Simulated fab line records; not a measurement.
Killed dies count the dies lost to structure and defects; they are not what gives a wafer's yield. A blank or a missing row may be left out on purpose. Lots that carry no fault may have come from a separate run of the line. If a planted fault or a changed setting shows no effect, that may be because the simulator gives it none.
Tool commonality check -- flow n5 finfet -- 10 lots, 30 wafers sampled

REASON FOR OPENING
N5_BEOL_M4_RC_MEAS_101, reading RS_PWELL: flagged on 3 of 10 lots. Fault-free wafers read 3013 ohm/sq, with a standard deviation of 23.
Rule: a lot gets a flag if all its wafers with a number sit over 4 standard deviations from that mean, or if no wafer of it has a number. The rest of the lots are taken to be sound.

lot,measured,on,"RS_PWELL (ohm/sq), wafer by wafer",flag
L473,day 9 01:08,prober-01,3004 2996 2949,
L478,day 9 23:01,prober-01,3047 3028 3011,
L481,day 10 18:48,prober-02,22672 22627 22801,FLAGGED
L482,day 11 14:23,prober-02,22529 22490 22608,FLAGGED
L483,day 11 17:46,prober-01,22292 22307 22349,FLAGGED
L490,day 12 18:37,prober-01,2976 2969 3008,
L491,day 13 19:29,prober-01,3022 3004 3004,
L493,day 13 21:23,prober-01,3048 3060 3015,
L494,day 14 04:17,prober-01,3024 3029 3015,
L495,day 14 08:29,prober-01,2961 3009 3022,
Flagged lots average 22519 ohm/sq: +19506 ohm/sq relative to the usual, that is +99 or more standard deviations.

WHICH TOOL EACH LOT WENT THROUGH
3 process steps preceding the reading are held in the record, out of 1938 steps in the route. In each cell: the tool, then ch and the chambers that the sampled wafers went through, then the start.
lot,flag,N5_ZERO_LAYER_STRIP_24,N5_WELL_APT_DESCUM_30,N5_WELL_APT_IMPLANT_31
L473,,"plasma asher-02 ch 0,1, day 1 18:53","rie diel-04 ch 1,2,3, day 1 21:02","implanter-02 ch 0, day 1 21:08"
L478,,"plasma asher-01 ch 0,1, day 3 01:01","rie diel-04 ch 0,1,2, day 3 03:42","implanter-02 ch 0, day 3 03:48"
L481,FLAGGED,"plasma asher-02 ch 0,1, day 3 18:53","rie diel-03 ch 0,2, day 3 21:21","implanter-01, day 3 21:29"
L482,FLAGGED,"plasma asher-02 ch 0,1, day 4 01:01","rie diel-01 ch 0,2, day 4 03:34","implanter-01, day 4 03:40"
L483,FLAGGED,"plasma asher-01 ch 0,1, day 4 07:05","rie diel-03 ch 0,1, day 4 09:39","implanter-02, day 4 09:45"
L490,,"plasma asher-02 ch 0,1, day 6 00:53","rie diel-03 ch 0,1,3, day 6 03:09","implanter-02 ch 0, day 6 03:15"
L491,,"plasma asher-01 ch 0,1, day 6 06:55","rie diel-04 ch 1,3, day 6 08:52","implanter-01 ch 0, day 6 09:01"
L493,,"plasma asher-02 ch 0, day 6 19:01","rie diel-04 ch 0,1,3, day 6 21:43","implanter-01 ch 0, day 6 21:50"
L494,,"plasma asher-01 ch 0,1, day 7 01:01","rie diel-04 ch 2,3, day 7 03:08","implanter-01 ch 0, day 7 03:14"
L495,,"plasma asher-01 ch 0,1, day 7 07:01","rie diel-01 ch 0,1,2, day 7 09:10","implanter-02 ch 0, day 7 09:16"
What the steps here do:
- N5_ZERO_LAYER_STRIP_24: strips in O2.
- N5_WELL_APT_DESCUM_30: chemistry O2, time 7.9 s.
- N5_WELL_APT_IMPLANT_31
- N5_BEOL_M4_RC_MEAS_101

FLAGGED OVER TOTAL, TOOL BY TOOL (the gauges that took the reading come last)
step,tool,lots run,flagged,share of the flagged lots,sound lots run after its first flagged lot
N5_ZERO_LAYER_STRIP_24,plasma asher-01,5,1,some,"3 (L491,L494,L495)"
N5_ZERO_LAYER_STRIP_24,plasma asher-02,5,2,some,"2 (L490,L493)"
N5_WELL_APT_DESCUM_30,rie diel-01,2,1,some,1 (L495)
N5_WELL_APT_DESCUM_30,rie diel-03,3,2,some,1 (L490)
N5_WELL_APT_DESCUM_30,rie diel-04,5,0,none,-
N5_WELL_APT_IMPLANT_31,implanter-01,5,2,some,"3 (L491,L493,L494)"
N5_WELL_APT_IMPLANT_31,implanter-02,5,1,some,"2 (L490,L495)"
N5_BEOL_M4_RC_MEAS_101,prober-01,8,1,some,"5 (L490,L491,L493,L494,L495)"
N5_BEOL_M4_RC_MEAS_101,prober-02,2,2,some,0

WHAT THE TABLE ALLOWS
No row of the table ran every flagged lot.

WHAT THE SIMULATOR HAD PUT IN
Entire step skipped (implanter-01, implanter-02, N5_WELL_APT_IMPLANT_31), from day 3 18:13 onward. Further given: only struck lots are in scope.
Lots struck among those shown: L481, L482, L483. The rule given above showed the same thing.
